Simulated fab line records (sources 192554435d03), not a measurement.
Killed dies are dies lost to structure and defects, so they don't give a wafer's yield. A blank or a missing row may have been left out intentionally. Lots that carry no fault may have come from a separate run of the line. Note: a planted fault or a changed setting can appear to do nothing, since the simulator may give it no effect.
Matching of chambers    flow n5-finfet    N5_MOL_CONTACT_COAG_ALD_20 on ald-metal-03 has 4 sister chambers
The step deposits TiN, target thk 1.5 nm, pulse time 1 s, purge time 3 s. 4 wafers are shown with their chamber, then 12 later ones without.

WAFERS WITH THEIR CHAMBER
wafer   chamber  heater-power-w (W)
L090.4  1        900
L092.4  2        795
L092.5  0        848
L092.6  3        906

WAFERS WITH NO CHAMBER GIVEN
wafer   heater-power-w (W)
L093.1  796
L093.2  918
L093.4  897
L095.1  832
L095.4  911
L095.5  805
L096.3  801
L096.5  907
L096.6  783
L097.1  896
L097.5  785
L097.6  932

WHICH CHAMBER EACH ONE RAN IN
wafer   from the rows above      in truth
L093.1  2                        2
L093.2  can't be placed: 3 or 1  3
L093.4  can't be placed: 1 or 3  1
L095.1  can't be placed: 0 or 2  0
L095.4  can't be placed: 3 or 1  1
L095.5  2                        2
L096.3  2                        2
L096.5  can't be placed: 3 or 1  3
L096.6  2                        2
L097.1  can't be placed: 1 or 3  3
L097.5  2                        2
L097.6  can't be placed: 3 or 1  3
Placed correctly: 5 of 12. From these rows, 7 cannot be placed; in 7 the true chamber is one of the candidates. Number placed wrongly: 0.
How it was worked out, from the rows above alone: a wafer's distance from a chamber is the root of the sum, over the readings, of the square of ((its reading less the chamber's mean) divided by the reading's scatter). If the next closest chamber is less than 2 further off than the closest, the wafer can't be placed; otherwise it belongs to the closest. The mean given for a chamber averages the wafers shown for that chamber. The scatter: with one shown wafer a chamber, the root of the mean of the squares of how far each hidden wafer lies from its nearest shown one.
